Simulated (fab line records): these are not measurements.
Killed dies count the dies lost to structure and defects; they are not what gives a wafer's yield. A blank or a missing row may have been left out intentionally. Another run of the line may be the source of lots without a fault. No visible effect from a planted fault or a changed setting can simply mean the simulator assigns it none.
Chamber matching :: flow nand harc :: pecvd-02 running NHARC_A_M0_DEP_32: 3 sister chambers
The step deposits SiCN, target thk 30 nm. 14 wafers are shown with their chamber, then 7 later ones without.

EACH WAFER AND ITS CHAMBER
wafer: L079.2
chamber: 0
heater power w (W): 559
rf fwd power W (W): 448.9
chamber pressure Torr (Torr): 2.996

wafer: L079.3
chamber: 2
heater power w (W): 470
rf fwd power W (W): 447.4
chamber pressure Torr (Torr): 2.998

wafer: L079.4
chamber: 2
heater power w (W): 479
rf fwd power W (W): 452.1
chamber pressure Torr (Torr): 2.998

wafer: L081.1
chamber: 2
heater power w (W): 457
rf fwd power W (W): 450.3
chamber pressure Torr (Torr): 2.999

wafer: L081.2
chamber: 1
heater power w (W): 670
rf fwd power W (W): 451.0
chamber pressure Torr (Torr): 3.002

wafer: L081.4
chamber: 2
heater power w (W): 483
rf fwd power W (W): 448.5
chamber pressure Torr (Torr): 3.010

wafer: L083.1
chamber: 0
heater power w (W): 470
rf fwd power W (W): 450.1
chamber pressure Torr (Torr): 3.002

wafer: L083.2
chamber: 1
heater power w (W): 536
rf fwd power W (W): 449.2
chamber pressure Torr (Torr): 2.990

wafer: L083.4
chamber: 1
heater power w (W): 560
rf fwd power W (W): 448.3
chamber pressure Torr (Torr): 3.006

wafer: L087.1
chamber: 2
heater power w (W): 537
rf fwd power W (W): 447.3
chamber pressure Torr (Torr): 2.992

wafer: L087.2
chamber: 0
heater power w (W): 489
rf fwd power W (W): 449.9
chamber pressure Torr (Torr): 2.996

wafer: L087.4
chamber: 2
heater power w (W): 565
rf fwd power W (W): 447.6
chamber pressure Torr (Torr): 2.995

wafer: L084.2
chamber: 0
heater power w (W): 527
rf fwd power W (W): 450.6
chamber pressure Torr (Torr): 2.996

wafer: L084.4
chamber: 0
heater power w (W): 513
rf fwd power W (W): 450.6
chamber pressure Torr (Torr): 3.002

SIGNATURES (averages over the wafers above)
reading: heater power w
chamber 0: 511.60
chamber 1: 588.67
chamber 2: 498.50
scatter within a chamber: 46.7

reading: rf fwd power W
chamber 0: 450.020
chamber 1: 449.500
chamber 2: 448.867
scatter within a chamber: 1.49

reading: chamber pressure Torr
chamber 0: 2.99840
chamber 1: 2.99933
chamber 2: 2.99867
scatter within a chamber: 0.00579
Rule: for a wafer and a chamber, the distance is found by dividing, reading by reading, the gap between the wafer's reading and the chamber's mean by the reading's scatter, squaring, summing and taking the root. If the next closest chamber is less than 2 further off than the closest, the wafer can't be placed; otherwise it belongs to the closest. How the scatter is found: for the shown wafers, subtract from each reading the mean of its chamber, square and add these, divide the total by (wafers less chambers), then take the root.

WAFERS MISSING THEIR CHAMBER
wafer: L084.5
heater power w (W): 545
rf fwd power W (W): 450.1
chamber pressure Torr (Torr): 3.000

wafer: L086.3
heater power w (W): 637
rf fwd power W (W): 448.7
chamber pressure Torr (Torr): 3.021

wafer: L086.4
heater power w (W): 542
rf fwd power W (W): 447.7
chamber pressure Torr (Torr): 3.004

wafer: L086.6
heater power w (W): 609
rf fwd power W (W): 448.9
chamber pressure Torr (Torr): 3.008

wafer: L097.1
heater power w (W): 588
rf fwd power W (W): 449.5
chamber pressure Torr (Torr): 2.999

wafer: L097.3
heater power w (W): 570
rf fwd power W (W): 449.4
chamber pressure Torr (Torr): 2.991

wafer: L097.4
heater power w (W): 578
rf fwd power W (W): 450.5
chamber pressure Torr (Torr): 2.988

EACH ONE'S CHAMBER
wafer: L084.5
from the rows above: can't be placed: 0 or 1 or 2
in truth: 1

wafer: L086.3
from the rows above: can't be placed: 1 or 0 or 2
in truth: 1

wafer: L086.4
from the rows above: can't be placed: 2 or 1 or 0
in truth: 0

wafer: L086.6
from the rows above: can't be placed: 1 or 0 or 2
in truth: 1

wafer: L097.1
from the rows above: can't be placed: 1 or 0 or 2
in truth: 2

wafer: L097.3
from the rows above: can't be placed: 1 or 0 or 2
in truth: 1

wafer: L097.4
from the rows above: can't be placed: 1 or 0 or 2
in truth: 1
Correctly placed: 0 of 7. These rows do not allow placing 7 (true chamber among the candidates in 7). Number placed wrongly: 0.
